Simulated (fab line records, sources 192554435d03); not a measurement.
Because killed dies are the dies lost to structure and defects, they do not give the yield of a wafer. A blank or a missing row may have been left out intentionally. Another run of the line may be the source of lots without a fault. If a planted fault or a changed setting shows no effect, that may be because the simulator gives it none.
Check for tools in common || flow n5_finfet || Sample size 10 lots and 28 wafers

== WHY IT WAS OPENED ==
At N5_BEOL_M4_RC_MEAS_101 the reading RS_NWELL is flagged on 2 of 10 lots. Wafers without a fault read 1036 ohm/sq, standard deviation 7.1.
Rule: flag the lot when none of its wafers has a number, or when each of its wafers that has one lies beyond 4 standard deviations from that mean. The other lots count as sound.

{"lot": "L388", "measured": "day 8 20:34", "on": "prober-02", "RS_NWELL (ohm/sq), wafer by wafer": "1038 1027 1032", "flag": ""}
{"lot": "L387", "measured": "day 8 22:50", "on": "prober-01", "RS_NWELL (ohm/sq), wafer by wafer": "1030 1036 1037", "flag": ""}
{"lot": "L392", "measured": "day 9 12:34", "on": "prober-01", "RS_NWELL (ohm/sq), wafer by wafer": "1038 1039 1033", "flag": ""}
{"lot": "L394", "measured": "day 10 08:27", "on": "prober-02", "RS_NWELL (ohm/sq), wafer by wafer": "1034 1036 1047", "flag": ""}
{"lot": "L393", "measured": "day 10 17:13", "on": "prober-01", "RS_NWELL (ohm/sq), wafer by wafer": "1031 1036 1037", "flag": ""}
{"lot": "L397", "measured": "day 10 23:26", "on": "prober-01", "RS_NWELL (ohm/sq), wafer by wafer": "1040 1041 1044", "flag": ""}
{"lot": "L402", "measured": "day 12 05:52", "on": "prober-02", "RS_NWELL (ohm/sq), wafer by wafer": "1267 1268 1255", "flag": "FLAGGED"}
{"lot": "L403", "measured": "day 12 08:42", "on": "prober-02", "RS_NWELL (ohm/sq), wafer by wafer": 1247, "flag": "FLAGGED"}
{"lot": "L401", "measured": "day 12 16:13", "on": "prober-01", "RS_NWELL (ohm/sq), wafer by wafer": "1041 1037 1032", "flag": ""}
{"lot": "L407", "measured": "day 13 12:33", "on": "prober-01", "RS_NWELL (ohm/sq), wafer by wafer": "1036 1041 1024", "flag": ""}
The mean of the flagged lots' numbers is 1259 ohm/sq, +223 ohm/sq from the usual (+31 standard deviations).

== TOOL THAT RAN EACH LOT ==
Before the reading, the record contains 3 process steps out of a 1938-step route. Each cell gives the tool, then ch followed by the chambers the sampled wafers passed through, then the start.
{"lot": "L388", "flag": "", "N5_WELL_APT_IMPLANT_14": "implanter-01 ch 0, day 1 19:51", "N5_PMOS_HMC_CHANNEL_EPI_STRIP_33": "rie_diel-06 ch 1,2,3, day 1 23:10", "N5_FIN_SAQP_ALD_61": "ald_sin-01 ch 0,1,3, day 2 01:54"}
{"lot": "L387", "flag": "", "N5_WELL_APT_IMPLANT_14": "implanter-02 ch 0, day 1 13:50", "N5_PMOS_HMC_CHANNEL_EPI_STRIP_33": "rie_diel-05 ch 0,1,3, day 1 17:08", "N5_FIN_SAQP_ALD_61": "ald_sin-02 ch 1,2,3, day 1 19:56"}
{"lot": "L392", "flag": "", "N5_WELL_APT_IMPLANT_14": "implanter-01 ch 0, day 2 20:40", "N5_PMOS_HMC_CHANNEL_EPI_STRIP_33": "rie_diel-05 ch 0,2,3, day 3 00:14", "N5_FIN_SAQP_ALD_61": "ald_sin-04 ch 0,1, day 3 02:58"}
{"lot": "L394", "flag": "", "N5_WELL_APT_IMPLANT_14": "implanter-01 ch 0, day 3 08:06", "N5_PMOS_HMC_CHANNEL_EPI_STRIP_33": "rie_diel-03 ch 1,2, day 3 11:38", "N5_FIN_SAQP_ALD_61": "ald_sin-04 ch 1,3, day 3 14:28"}
{"lot": "L393", "flag": "", "N5_WELL_APT_IMPLANT_14": "implanter-02 ch 0, day 3 02:29", "N5_PMOS_HMC_CHANNEL_EPI_STRIP_33": "rie_diel-05 ch 1,3, day 3 05:57", "N5_FIN_SAQP_ALD_61": "ald_sin-02 ch 0,3, day 3 08:48"}
{"lot": "L397", "flag": "", "N5_WELL_APT_IMPLANT_14": "implanter-02 ch 0, day 4 02:01", "N5_PMOS_HMC_CHANNEL_EPI_STRIP_33": "rie_diel-05 ch 0,1,2, day 4 05:21", "N5_FIN_SAQP_ALD_61": "ald_sin-04 ch 0,1, day 4 08:29"}
{"lot": "L402", "flag": "FLAGGED", "N5_WELL_APT_IMPLANT_14": "implanter-02 ch 0, day 5 08:00", "N5_PMOS_HMC_CHANNEL_EPI_STRIP_33": "rie_diel-03 ch 0,3, day 5 12:19", "N5_FIN_SAQP_ALD_61": "ald_sin-02 ch 0,1,2, day 5 15:45"}
{"lot": "L403", "flag": "FLAGGED", "N5_WELL_APT_IMPLANT_14": "implanter-02 ch 0, day 5 13:47", "N5_PMOS_HMC_CHANNEL_EPI_STRIP_33": "rie_diel-05 ch 1,2,3, day 5 17:49", "N5_FIN_SAQP_ALD_61": "ald_sin-01 ch 1,2,3, day 5 20:34"}
{"lot": "L401", "flag": "", "N5_WELL_APT_IMPLANT_14": "implanter-02 ch 0, day 5 02:18", "N5_PMOS_HMC_CHANNEL_EPI_STRIP_33": "rie_diel-06 ch 0,2,3, day 5 05:38", "N5_FIN_SAQP_ALD_61": "ald_sin-04 ch 0,1,3, day 5 08:55"}
{"lot": "L407", "flag": "", "N5_WELL_APT_IMPLANT_14": "implanter-01 ch 0, day 6 14:11", "N5_PMOS_HMC_CHANNEL_EPI_STRIP_33": "rie_diel-05 ch 2,3, day 6 17:45", "N5_FIN_SAQP_ALD_61": "ald_sin-04 ch 0,1, day 6 20:31"}
What is done by these steps:
- N5_WELL_APT_IMPLANT_14
- N5_PMOS_HMC_CHANNEL_EPI_STRIP_33: strips in N2/H2.
- N5_FIN_SAQP_ALD_61: deposits SiO2, target thk 4 nm, pulse time 1 s, purge time 2 s.
- N5_BEOL_M4_RC_MEAS_101

== FLAGGED OVER TOTAL, TOOL BY TOOL (the gauges that took the reading come last) ==
{"step": "N5_WELL_APT_IMPLANT_14", "tool": "implanter-01", "lots run": 4, "flagged": 0, "share of the flagged lots": "none", "sound lots run after its first flagged lot": "-"}
{"step": "N5_WELL_APT_IMPLANT_14", "tool": "implanter-02", "lots run": 6, "flagged": 2, "share of the flagged lots": "all", "sound lots run after its first flagged lot": 0}
{"step": "N5_PMOS_HMC_CHANNEL_EPI_STRIP_33", "tool": "rie_diel-03", "lots run": 2, "flagged": 1, "share of the flagged lots": "some", "sound lots run after its first flagged lot": 0}
{"step": "N5_PMOS_HMC_CHANNEL_EPI_STRIP_33", "tool": "rie_diel-05", "lots run": 6, "flagged": 1, "share of the flagged lots": "some", "sound lots run after its first flagged lot": "1 (L407)"}
{"step": "N5_PMOS_HMC_CHANNEL_EPI_STRIP_33", "tool": "rie_diel-06", "lots run": 2, "flagged": 0, "share of the flagged lots": "none", "sound lots run after its first flagged lot": "-"}
{"step": "N5_FIN_SAQP_ALD_61", "tool": "ald_sin-01", "lots run": 2, "flagged": 1, "share of the flagged lots": "some", "sound lots run after its first flagged lot": 0}
{"step": "N5_FIN_SAQP_ALD_61", "tool": "ald_sin-02", "lots run": 3, "flagged": 1, "share of the flagged lots": "some", "sound lots run after its first flagged lot": 0}
{"step": "N5_FIN_SAQP_ALD_61", "tool": "ald_sin-04", "lots run": 5, "flagged": 0, "share of the flagged lots": "none", "sound lots run after its first flagged lot": "-"}
{"step": "N5_BEOL_M4_RC_MEAS_101", "tool": "prober-01", "lots run": 6, "flagged": 0, "share of the flagged lots": "none", "sound lots run after its first flagged lot": "-"}
{"step": "N5_BEOL_M4_RC_MEAS_101", "tool": "prober-02", "lots run": 4, "flagged": 2, "share of the flagged lots": "all", "sound lots run after its first flagged lot": 0}

== WHAT THE TABLE PERMITS ==
Rows of the table that ran all the flagged lots, 2 in number: implanter-02 at N5_WELL_APT_IMPLANT_14; prober-02 at N5_BEOL_M4_RC_MEAS_101.
- implanter-02 at N5_WELL_APT_IMPLANT_14 ran 6 lots, 2 of them flagged. It ran its last sound lot, L401, at day 5 02:18 and its first flagged lot, L402, at day 5 08:00: a fault with its onset between the two fits. Its own readings lie more than 4 standard deviations out on every wafer of the flagged lots: dose_ions_cm2, faraday_current_uA.
- prober-02 at N5_BEOL_M4_RC_MEAS_101 ran 4 lots, 2 of them flagged. It ran its last sound lot, L394, at day 10 08:27 and its first flagged lot, L402, at day 12 05:52: a fault with its onset between the two fits.
These 2 tools cannot be told apart by counting lots, since each of them fits a fault that started at some hour. More lots, or a look at what each step does to the wafer, might.

== WHAT WAS PUT IN BY THE SIMULATOR ==
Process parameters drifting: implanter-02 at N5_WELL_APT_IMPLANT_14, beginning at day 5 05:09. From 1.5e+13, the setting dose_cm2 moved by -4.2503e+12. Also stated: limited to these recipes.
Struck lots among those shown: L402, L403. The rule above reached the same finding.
